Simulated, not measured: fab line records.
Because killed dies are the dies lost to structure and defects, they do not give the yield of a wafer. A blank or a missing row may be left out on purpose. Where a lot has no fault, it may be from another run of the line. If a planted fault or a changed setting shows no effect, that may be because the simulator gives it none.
fab line records | flow nand_harc
record: lots: 11 | wafers: 33 | last_day: 33
route steps=1302 shown P_GATE@189 P_CONTACT@230 END@1302
lots untouched by any fault: they come from a run of this same line in which no faults occurred
start_h: start of the lot's first displayed wafer, in hours after the record's first day | wait_h: hours elapsed since this lot's preceding step | " unchanged from the row above | L1.1+2: one row covering several wafers at once | - no value, or no start given | * or withheld: withheld | < > ~ a bound
route shown NAME@n: a module of which the file shows steps, and the number in the route of the first | usual: mean and standard deviation over wafers with no fault | same: alike in all rows | chamber/n: place in a boat | sites: per-site readings | _std_site: their standard deviation | _edge_site: outer sites' mean less inner sites' | radius_mm: how far each site lies from the wafer's centre | mask NAME#n: copy n | behind: the last tool/chamber to shape the wafer | hold: the reason the lot was held/the length of the hold in hours/how it ended | device: whichever transistor did not switch (one of n, p or np) | end of line: tests of these same wafers at the route's end | a step given without rows: its recipe and nothing more | killed: not the wafer's yield, but the dies lost to structure and defects at the first sort | map: dies across one wafer; x = killed, . = not, _ = none there
set.NAME: the setting the step ran with; set.NAME@STEP: the setting that earlier step ran with | model.NAME: the simulator's own value behind a step, which no gauge read
a sample of lots followed through the steps of the route, with each step as a table and each wafer as a row
services: the hour from which a tool's chamber was out of use, counted from the record's first day as start_h (under 0 if before that day), plus the number of hours and why
== steps ==
step: NHARC_P_GATE_STRIP_112
recipe: power_w: 1500 | temp_c: 110 | time_s: 200 | chemistry: N2/H2
usual: drypump_motor_current_A: 5.72/0.26 | heater_power_w: 87.5/2.8
lot.wafer | tool            | chamber | start_h | wait_h | drypump_motor_current_A | heater_power_w | rf_hours_counter_h
L552.1    | plasma_asher-02 | 1       | 147.23  | 0.2    | 5.98                    | 82.5           | 13
L552.5    | "               | 1       | "       | "      | 5.98                    | 82.8           | -
L552.6    | "               | 0       | "       | "      | 5.40                    | 87.6           | -
L554.2    | plasma_asher-01 | 0       | 162.95  | 0.2    | 5.53                    | 89.5           | 34
L554.4    | "               | 1       | "       | "      | 5.99                    | 87.0           | -
L554.6    | "               | 0       | "       | "      | 5.52                    | 90.9           | -
L558.2    | plasma_asher-01 | 0       | 203.78  | 0.2    | 5.51                    | 91.1           | 6
L558.4    | "               | 1       | "       | "      | 6.01                    | 88.3           | -
L558.6    | "               | 0       | "       | "      | 5.52                    | 87.5           | -
L559.1    | plasma_asher-02 | 1       | 217.23  | 0.2    | 5.99                    | 83.2           | 28
L559.2    | "               | 0       | "       | "      | 5.40                    | 86.7           | 28
L559.4    | "               | 0       | "       | "      | 5.42                    | 87.2           | -
L566.2    | plasma_asher-02 | 0       | 282.06  | 0.2    | 5.39                    | 90.5           | 5
L566.4    | "               | 1       | "       | "      | 5.97                    | 83.4           | -
L566.6    | "               | 1       | "       | "      | 5.97                    | 84.3           | -
L568.1    | plasma_asher-01 | 1       | 298.27  | 0.2    | 5.96                    | 89.6           | 25
L568.2    | "               | 0       | "       | "      | 5.51                    | 91.8           | 25
L568.4    | "               | 1       | "       | "      | 5.98                    | 92.6           | -
L567.2    | plasma_asher-01 | 1       | 298.83  | 0.2    | 5.97                    | 87.2           | 25
L567.3    | "               | 1       | "       | "      | 5.98                    | 89.3           | -
L567.5    | "               | 0       | "       | "      | 5.52                    | 87.7           | -
L569.2    | plasma_asher-02 | 1       | 313.68  | 0.2    | 5.98                    | 82.8           | 11
L569.6    | "               | 0       | "       | "      | 5.39                    | 88.9           | -
L569.5    | "               | 1       | "       | "      | 6.00                    | 84.9           | -
L570.3    | plasma_asher-02 | 1       | 326.85  | 0.3    | 5.99                    | 84.7           | -
L570.6    | "               | 0       | "       | "      | 5.37                    | 90.9           | -
L570.5    | "               | 1       | "       | "      | 5.98                    | 83.0           | -
L571.4    | plasma_asher-01 | 1       | 334.61  | 0.2    | 5.97                    | 88.5           | -
L571.5    | "               | 1       | "       | "      | 5.98                    | 89.7           | -
L571.6    | "               | 0       | "       | "      | 5.50                    | 88.0           | -
L572.3    | plasma_asher-02 | 1       | 347.16  | 0.2    | 5.95                    | 84.8           | -
L572.6    | "               | 1       | "       | "      | 5.98                    | 83.0           | -
L572.5    | "               | 0       | "       | "      | 5.41                    | 90.9           | -
step: NHARC_P_GATE_DESCUM_93
recipe: time_s: 3 | o2_flow_sccm: 200 | ar_flow_sccm: 0 | bias_power_w: 0 | chemistry: O2
usual: drypump_motor_current_A: 5.7/0.39 | o2_flow_sccm: 200.0/0.62 | oes_product_au: 1.003/0.0088 | rf_vpp_V: 57.9/0.88 | showerhead_plenum_p_Torr: 1.95/0.072 | throttle_valve_pct: 11.310/0.0099
lot.wafer | tool        | chamber | start_h | wait_h | drypump_motor_current_A | o2_flow_sccm | oes_product_au | rf_hours_counter_h | rf_vpp_V | showerhead_plenum_p_Torr | throttle_valve_pct
L552.1    | rie_diel-10 | 2       | 148.59  | -      | 5.3                     | 200.0        | 1.017          | 4.0                | 58.5     | 1.92                     | 11.319
L552.6    | "           | 0       | "       | "      | 6.2                     | 200.5        | 0.982          | -                  | 57.1     | 1.89                     | 11.312
L552.5    | "           | 1       | "       | "      | 5.8                     | 199.1        | 1.003          | -                  | 56.9     | 1.80                     | 11.304
L554.2    | rie_diel-04 | 1       | 164.30  | -      | 5.7                     | 199.4        | 1.025          | 7.4                | 57.3     | 1.92                     | 11.307
L554.4    | "           | 2       | "       | "      | 5.0                     | 199.7        | 0.992          | 6.6                | 58.4     | 2.01                     | 11.298
L554.6    | "           | 3       | "       | "      | 6.1                     | 199.0        | 1.014          | -                  | 58.7     | 2.06                     | 11.304
L558.2    | rie_diel-10 | 0       | 205.14  | -      | 6.2                     | 199.7        | 1.000          | 7.3                | 57.6     | 1.89                     | 11.303
L558.4    | "           | 2       | "       | "      | 5.3                     | 200.4        | 1.011          | 9.4                | 58.2     | 1.92                     | 11.312
L558.6    | "           | 0       | "       | "      | 6.2                     | 199.9        | 0.998          | -                  | 57.4     | 1.89                     | 11.298
L559.1    | rie_diel-04 | 0       | 218.44  | -      | 5.4                     | 200.4        | 1.007          | 1.8                | 58.3     | 2.01                     | 11.310
L559.2    | "           | 1       | "       | "      | 5.7                     | 200.8        | 0.998          | 2.5                | 58.3     | 1.92                     | 11.283
L559.4    | "           | 2       | "       | "      | 5.0                     | 199.3        | 1.006          | 2.6                | 56.9     | 2.01                     | 11.300
L566.2    | rie_diel-04 | 1       | 283.40  | -      | 5.7                     | 199.7        | 1.007          | 5.5                | 57.8     | 1.92                     | 11.311
L566.4    | "           | 0       | "       | "      | 5.4                     | 199.3        | 1.016          | 4.9                | 57.8     | 2.01                     | 11.295
L566.6    | "           | 2       | "       | "      | 5.0                     | 200.0        | 1.014          | -                  | 56.9     | 2.01                     | 11.322
L568.4    | rie_diel-04 | 2       | 299.50  | -      | 5.0                     | 199.5        | 0.999          | 6.3                | 57.6     | 2.01                     | 11.314
L568.2    | "           | 0       | "       | "      | 5.4                     | 201.0        | 1.004          | 6.5                | 57.9     | 2.01                     | 11.299
L568.1    | "           | 1       | "       | "      | 5.7                     | 200.8        | 0.991          | 6.6                | 57.2     | 1.92                     | 11.302
L567.2    | rie_diel-01 | 3       | 300.14  | -      | 5.9                     | 200.1        | 1.011          | 4.7                | 57.9     | 1.88                     | 11.319
L567.3    | "           | 0       | "       | "      | 6.1                     | 200.5        | 0.994          | 3.4                | 58.3     | 1.94                     | 11.318
L567.5    | "           | 3       | "       | "      | 5.9                     | 199.2        | 1.013          | -                  | 57.7     | 1.88                     | 11.303
L569.2    | rie_diel-04 | 2       | 314.85  | -      | 5.0                     | 200.1        | 1.008          | 7.2                | 57.2     | 2.01                     | 11.312
L569.6    | "           | 2       | "       | "      | 5.0                     | 199.5        | 1.001          | -                  | 57.9     | 2.01                     | 11.301
L569.5    | "           | 3       | "       | "      | 6.1                     | 200.0        | 0.995          | -                  | 58.7     | 2.06                     | 11.297
L570.3    | rie_diel-01 | 0       | 328.09  | -      | 6.0                     | 199.2        | 1.004          | 5.8                | 57.8     | 1.94                     | 11.329
L570.5    | "           | 2       | "       | "      | 5.5                     | 200.6        | 0.999          | -                  | 56.4     | 1.89                     | 11.315
L570.6    | "           | 3       | "       | "      | 5.9                     | 199.9        | 1.013          | -                  | 57.7     | 1.88                     | 11.324
L571.4    | rie_diel-10 | 0       | 335.88  | -      | 6.2                     | 199.9        | 1.001          | 4.4                | 59.1     | 1.89                     | 11.307
L571.5    | "           | 2       | "       | "      | 5.3                     | 201.0        | 0.996          | -                  | 57.4     | 1.92                     | 11.314
L571.6    | "           | 3       | "       | "      | 5.6                     | 199.9        | 0.986          | -                  | 59.5     | 1.96                     | 11.320
L572.3    | rie_diel-04 | 1       | 348.31  | -      | 5.7                     | 199.9        | 1.003          | 9.3                | 56.5     | 1.92                     | 11.317
L572.6    | "           | 3       | "       | "      | 6.1                     | 201.1        | 1.004          | -                  | 58.5     | 2.06                     | 11.332
L572.5    | "           | 0       | "       | "      | 5.4                     | 199.6        | 1.000          | -                  | 57.8     | 2.01                     | 11.330
step: NHARC_P_CONTACT_PEB_10
recipe: peb_temp_c: 100 | peb_time_s: 65
usual: heater_power_total_W: 156.6/0.43 | plate_temp_C: 100.02/0.11
lot.wafer | tool           | chamber | start_h | wait_h | heater_power_total_W | plate_temp_C
L552.1    | litho_track-06 | 0       | 152.99  | 0.1    | 156.7                | 100.13
L552.5    | "              | 0       | "       | "      | 157.1                | 100.18
L552.6    | "              | 0       | "       | "      | 157.0                | 100.10
L554.2    | litho_track-01 | 0       | 168.73  | 0.1    | 157.1                | 99.94
L554.4    | "              | 0       | "       | "      | 157.2                | 99.84
L554.6    | "              | 0       | "       | "      | 157.0                | 99.99
L558.2    | litho_track-01 | 0       | 209.56  | 0.1    | 175.4                | -
L558.4    | "              | 0       | "       | "      | 156.0                | 100.04
L558.6    | "              | 0       | "       | "      | 155.9                | 100.02
L559.1    | litho_track-01 | 0       | 222.87  | 0.1    | 175.8                | -
L559.2    | "              | 0       | "       | "      | 176.3                | -
L559.4    | "              | 0       | "       | "      | 156.7                | 100.15
L566.2    | litho_track-04 | 0       | 287.73  | 0.1    | 156.8                | 99.97
L566.4    | "              | 0       | "       | "      | 155.9                | 99.98
L566.6    | "              | 0       | "       | "      | 156.1                | 100.17
L568.1    | litho_track-01 | 0       | 303.82  | 0.1    | 156.9                | 99.83
L568.2    | "              | 0       | "       | "      | 156.4                | 100.17
L568.4    | "              | 0       | "       | "      | 157.1                | 99.97
L567.2    | litho_track-04 | 0       | 304.59  | 0.1    | 156.3                | 99.94
L567.3    | "              | 0       | "       | "      | 156.0                | 100.03
L567.5    | "              | 0       | "       | "      | 156.0                | 99.93
L569.2    | litho_track-04 | 0       | 319.29  | 0.1    | 157.2                | 99.96
L569.5    | "              | 0       | "       | "      | 156.0                | 99.99
L569.6    | "              | 0       | "       | "      | 157.2                | 99.91
L570.3    | litho_track-04 | 0       | 332.39  | 0.0    | 157.0                | 100.02
L570.5    | "              | 0       | "       | "      | 155.9                | 100.14
L570.6    | "              | 0       | "       | "      | 156.0                | 100.05
L571.4    | litho_track-01 | 0       | 340.66  | 0.0    | 156.3                | 100.12
L571.5    | "              | 0       | "       | "      | 156.4                | 99.98
L571.6    | "              | 0       | "       | "      | 157.1                | 100.17
L572.3    | litho_track-06 | 0       | 353.35  | 0.0    | 157.3                | 99.93
L572.5    | "              | 0       | "       | "      | 157.1                | 99.89
L572.6    | "              | 0       | "       | "      | 156.1                | 99.86
step: NHARC_P_CONTACT_CD_MEAS_12
recipe: target_cd_nm: 90 | landing_energy_ev: 500
usual: cd_nm: 89.6/0.51
lot.wafer | tool      | chamber | start_h | wait_h | cd_nm
L552.1    | cd_sem-01 | 0       | 153.07  | -      | 89.5
L552.5    | "         | 0       | "       | "      | 89.4
L552.6    | "         | 0       | "       | "      | 88.7
L554.2    | cd_sem-03 | 0       | 168.81  | -      | 89.1
L554.4    | "         | 0       | "       | "      | 90.4
L554.6    | "         | 0       | "       | "      | 89.8
L558.2    | cd_sem-03 | 0       | 209.64  | -      | 81.3
L558.4    | "         | 0       | "       | "      | 89.6
L558.6    | "         | 0       | "       | "      | 89.4
L559.1    | cd_sem-03 | 0       | 222.95  | -      | 81.3
L559.2    | "         | 0       | "       | "      | 80.8
L559.4    | "         | 0       | "       | "      | 89.9
L566.2    | cd_sem-01 | 0       | 287.81  | -      | 89.0
L566.4    | "         | 0       | "       | "      | 90.0
L566.6    | "         | 0       | "       | "      | 89.1
L568.1    | cd_sem-01 | 0       | 303.90  | -      | 90.0
L568.2    | "         | 0       | "       | "      | 90.5
L568.4    | "         | 0       | "       | "      | 89.4
L567.2    | cd_sem-02 | 0       | 304.67  | -      | 89.1
L567.3    | "         | 0       | "       | "      | 89.9
L567.5    | "         | 0       | "       | "      | 89.6
L569.2    | cd_sem-03 | 0       | 319.37  | -      | 89.5
L569.5    | "         | 0       | "       | "      | 89.3
L569.6    | "         | 0       | "       | "      | 90.0
L570.3    | cd_sem-02 | 0       | 332.48  | -      | 89.7
L570.5    | "         | 0       | "       | "      | 90.3
L570.6    | "         | 0       | "       | "      | 88.6
L571.4    | cd_sem-02 | 0       | 340.74  | -      | 88.3
L571.5    | "         | 0       | "       | "      | 89.0
L571.6    | "         | 0       | "       | "      | 89.2
L572.3    | cd_sem-01 | 0       | 353.43  | -      | 89.3
L572.5    | "         | 0       | "       | "      | 89.5
L572.6    | "         | 0       | "       | "      | 90.4
step: NHARC_P_CONTACT_ETCH_36
recipe: target_depth_a: 2600 | over_etch_frac: 0.25 | time_s: 406.25 | ion_energy_ev: 200 | n2_flow_sccm: 150 | h2_flow_sccm: 150 | ar_flow_sccm: 0 | rf_w: 400 | bias_w: 150 | chemistry: N2/H2
usual: drypump_motor_current_A: 6.0/0.49 | oes_product_au: 1.003/0.0085 | rf_vpp_V: 430.8/2.3 | showerhead_plenum_p_Torr: 2.05/0.08 | throttle_valve_pct: 14.170/0.009
lot.wafer | tool        | chamber | start_h | wait_h | drypump_motor_current_A | oes_product_au | rf_hours_counter_h | rf_vpp_V | showerhead_plenum_p_Torr | throttle_valve_pct
L552.1    | rie_diel-05 | 0       | -       | -      | 6.1                     | 0.993          | 1.5                | 432.2    | 2.12                     | 14.174
L552.6    | "           | 3       | "       | "      | 4.8                     | 1.006          | -                  | 430.5    | 2.04                     | 14.189
L552.5    | "           | 0       | "       | "      | 6.1                     | 0.976          | -                  | 433.9    | 2.12                     | 14.173
L554.2    | rie_diel-06 | 0       | -       | -      | 6.1                     | 0.998          | 1.7                | 428.9    | 1.98                     | 14.161
L554.4    | "           | 0       | "       | "      | 6.1                     | 1.005          | -                  | 428.6    | 1.98                     | 14.173
L554.6    | "           | 3       | "       | "      | 5.9                     | 1.014          | -                  | 429.1    | 1.93                     | 14.166
L558.4    | rie_diel-06 | 1       | -       | -      | 5.9                     | 0.997          | 4.2                | 433.6    | 2.15                     | 14.161
L558.2    | "           | 3       | "       | "      | 5.9                     | 1.013          | 4.6                | 428.1    | 1.92                     | 14.166
L558.6    | "           | 2       | "       | "      | 6.6                     | 1.011          | -                  | 429.1    | 2.02                     | 14.169
L559.1    | rie_diel-05 | 3       | -       | -      | 4.8                     | 1.006          | 4.0                | 430.7    | 2.04                     | 14.168
L559.2    | "           | 0       | "       | "      | 6.1                     | 0.993          | 3.1                | 434.0    | 2.12                     | 14.167
L559.4    | "           | 2       | "       | "      | 5.6                     | 1.005          | -                  | 431.8    | 2.10                     | 14.185
L566.2    | rie_diel-02 | 0       | -       | -      | 6.4                     | 0.997          | 1.2                | 428.7    | 1.96                     | 14.165
L566.4    | "           | 0       | "       | "      | 6.4                     | 0.994          | -                  | 428.4    | 1.96                     | 14.168
L566.6    | "           | 3       | "       | "      | 5.6                     | 1.009          | -                  | 431.9    | 2.11                     | 14.170
L568.2    | rie_diel-05 | 2       | -       | -      | 5.6                     | 0.989          | 1.4                | 433.0    | 2.10                     | 14.174
L568.1    | "           | 1       | "       | "      | 6.4                     | 1.003          | 1.6                | 428.5    | 1.97                     | 14.161
L568.4    | "           | 3       | "       | "      | 4.8                     | 1.007          | -                  | 430.3    | 2.04                     | 14.163
L567.2    | rie_diel-06 | 2       | -       | -      | 6.6                     | 1.011          | 9.7                | 428.5    | 2.01                     | 14.165
L567.3    | "           | 1       | "       | "      | 5.9                     | 1.009          | 10.8               | 435.0    | 2.15                     | 14.172
L567.5    | "           | 3       | "       | "      | 5.9                     | 1.003          | -                  | 427.8    | 1.92                     | 14.164
L569.2    | rie_diel-05 | 0       | -       | -      | 6.1                     | 1.013          | 1.9                | 432.2    | 2.12                     | 14.158
L569.6    | "           | 0       | "       | "      | 6.1                     | 1.018          | -                  | 431.6    | 2.12                     | 14.187
L569.5    | "           | 1       | "       | "      | 6.4                     | 0.993          | -                  | 428.4    | 1.97                     | 14.174
L570.3    | rie_diel-02 | 1       | -       | -      | 6.2                     | 1.013          | 1.7                | 433.9    | 2.18                     | 14.174
L570.5    | "           | 0       | "       | "      | 6.4                     | 1.003          | -                  | 428.3    | 1.96                     | 14.167
L570.6    | "           | 1       | "       | "      | 6.2                     | 1.018          | -                  | 435.5    | 2.18                     | 14.164
L571.4    | rie_diel-02 | 3       | -       | -      | 5.6                     | 1.004          | 2.7                | 432.4    | 2.11                     | 14.168
L571.6    | "           | 3       | "       | "      | 5.6                     | 1.003          | -                  | 432.1    | 2.11                     | 14.166
L571.5    | "           | 0       | "       | "      | 6.4                     | 0.993          | -                  | 429.4    | 1.96                     | 14.161
L572.3    | rie_diel-05 | 1       | -       | -      | 6.5                     | 1.003          | 3.1                | 429.6    | 1.97                     | 14.177
L572.5    | "           | 3       | "       | "      | 4.8                     | 1.005          | -                  | 429.6    | 2.04                     | 14.159
L572.6    | "           | 0       | "       | "      | 6.1                     | 1.018          | -                  | 432.3    | 2.12                     | 14.153
step: NHARC_P_CONTACT_CD_MEAS_19
usual: cd_nm: 89.9/1.3
lot.wafer | tool      | chamber | start_h | wait_h | cd_nm
L552.1    | cd_sem-03 | -       | 154.13  | -      | 90.3
L552.5    | "         | -       | "       | "      | 90.8
L552.6    | "         | -       | "       | "      | 88.1
L554.2    | cd_sem-01 | -       | 170.02  | -      | 91.4
L554.4    | "         | -       | "       | "      | 93.0
L554.6    | "         | -       | "       | "      | 90.4
L558.2    | cd_sem-03 | -       | 210.70  | -      | 82.3
L558.4    | "         | -       | "       | "      | 87.7
L558.6    | "         | -       | "       | "      | 91.7
L559.1    | cd_sem-01 | -       | 224.16  | -      | 81.7
L559.2    | "         | -       | "       | "      | 83.5
L559.4    | "         | -       | "       | "      | 90.4
L566.2    | cd_sem-01 | -       | 289.02  | -      | 87.6
L566.4    | "         | -       | "       | "      | 88.1
L566.6    | "         | -       | "       | "      | 90.3
L568.1    | cd_sem-02 | -       | 305.10  | -      | 90.4
L568.2    | "         | -       | "       | "      | 91.0
L568.4    | "         | -       | "       | "      | 90.6
L567.2    | cd_sem-01 | -       | 305.73  | -      | 89.8
L567.3    | "         | -       | "       | "      | 87.5
L567.5    | "         | -       | "       | "      | 91.0
L569.2    | cd_sem-02 | -       | 320.45  | -      | 91.0
L569.5    | "         | -       | "       | "      | 87.8
L569.6    | "         | -       | "       | "      | 92.1
L570.3    | cd_sem-02 | -       | 333.53  | -      | 89.4
L570.5    | "         | -       | "       | "      | 88.4
L570.6    | "         | -       | "       | "      | 88.2
L571.4    | cd_sem-03 | -       | 341.80  | -      | 89.2
L571.5    | "         | -       | "       | "      | 87.7
L571.6    | "         | -       | "       | "      | 90.0
L572.3    | cd_sem-02 | -       | 354.49  | -      | 89.6
L572.5    | "         | -       | "       | "      | 90.5
L572.6    | "         | -       | "       | "      | 92.0
step: NHARC_END_SORT_01
recipe: temp_c: 25
usual: killed_at_array: 49/18 | killed_at_other: 0.7/1.1 | killed_at_periphery: 4.0/2.6 | killed_dies: 54/19 | killed_open: 3.4/1.7 | killed_short: 2.5/1.7
same: gross_dies: 677
lot.wafer | tool      | chamber | start_h | wait_h | killed_at_array | killed_at_other | killed_at_periphery | killed_dies | killed_open | killed_short
L559.1    | prober-02 | 0       | 658.71  | 2.5    | 32              | 0               | 2                   | 34          | 1           | 3
L559.2    | prober-02 | 0       | 659.48  | 2.8    | 36              | 3               | 4                   | 43          | 3           | 2
killed by level:class
L559.1 A_CHANNEL_HOLE_D1:chamber_film_flake=14 A_CONTACT:chamber_film_flake=4 A_ZERO_WELL:chamber_film_flake=3 A_CHANNEL_HOLE_D2:unspecified=2 A_SGD_CUT:chamber_film_flake=2 A_M0:chamber_film_flake=2 A_CHANNEL_FILL_D1:geometric_particle:short=1 A_ONON_D2:geometric_particle:open=1
L559.2 A_CHANNEL_HOLE_D1:chamber_film_flake=13 A_CONTACT:chamber_film_flake=6 A_ZERO_WELL:chamber_film_flake=5 A_CHANNEL_HOLE_D2:unspecified=4 A_STAIRCASE:chamber_film_flake=3 STARTING-WAFER:geometric_particle:open=2 A_M0:chamber_film_flake=2 P_CONTACT:area_peb=2
== services ==
tool            | chamber | start_h | hours | kind
rie_diel-06     | -       | 130.31  | 9.0   | pm
plasma_asher-01 | -       | 144.21  | 4.3   | repair
rie_diel-10     | 0       | 151.10  | 4.5   | repair
rie_diel-10     | 3       | 153.82  | 14.9  | repair
litho_track-01  | -       | 155.00  | 7.0   | pm
rie_diel-05     | 2       | 157.55  | 7.6   | repair
rie_diel-02     | 2       | 160.94  | 7.8   | repair
plasma_asher-01 | -       | 165.05  | 9.0   | pm
rie_diel-06     | 2       | 167.73  | 6.7   | repair
rie_diel-10     | 1       | 168.31  | 2.1   | repair
rie_diel-04     | -       | 177.95  | 9.0   | pm
litho_track-04  | -       | 203.00  | 7.0   | pm
rie_diel-02     | -       | 214.88  | 0.4   | repair
rie_diel-02     | -       | 216.70  | 9.0   | pm
rie_diel-05     | 1       | 220.52  | 3.8   | repair
rie_diel-05     | -       | 229.60  | 9.0   | pm
rie_diel-06     | -       | 242.11  | 1.4   | repair
rie_diel-10     | -       | 242.50  | 9.0   | pm
plasma_asher-02 | -       | 249.00  | 9.0   | pm
rie_diel-10     | 3       | 269.82  | 7.9   | repair
rie_diel-02     | 1       | 285.05  | 5.2   | repair
rie_diel-05     | 0       | 295.10  | 22.1  | repair
litho_track-01  | -       | 330.00  | 7.0   | pm
plasma_asher-01 | -       | 342.05  | 9.0   | pm
== key ==
first_sign: step: NHARC_P_CONTACT_PEB_10 | reading: heater_power_total_W | direction: up | sigmas: 44 | usual: * | struck: *
effect: step: NHARC_P_CONTACT_CD_MEAS_12 | reading: cd_nm | direction: down | sigmas: 17 | usual: 89.6 | struck: 81.1
effect: step: NHARC_P_CONTACT_CD_MEAS_19 | reading: cd_nm | direction: down | sigmas: 5.6 | usual: 89.9 | struck: 82.5
met_at NHARC_P_CONTACT_PEB_10
struck_lots L558,L559
struck_wafers L558.2,L559.1,L559.2
tester_left_out L558,L559
not_acting_at NHARC_P_GATE_STRIP_112,NHARC_P_GATE_DESCUM_93,NHARC_P_CONTACT_ETCH_36
onset_between 168.73 209.56
fault: kind: process_parameter_drift | tool: litho_track-01 | chamber: - | onset_h: 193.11 | steps: NHARC_P_CONTACT_PEB_10 | channel: peb_time_s | offset: * | shape: step | end_h: 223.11 | scope: struck_wafers_only | acts_in: * | stated: *
tester_left_out: of these lots the tester's yield and bins aren't shown, on N5 and GAA mostly nor the transistor test; their killed dies are dies lost to structure and defects alone, not to doping, threshold or leakage, so they don't give the yield
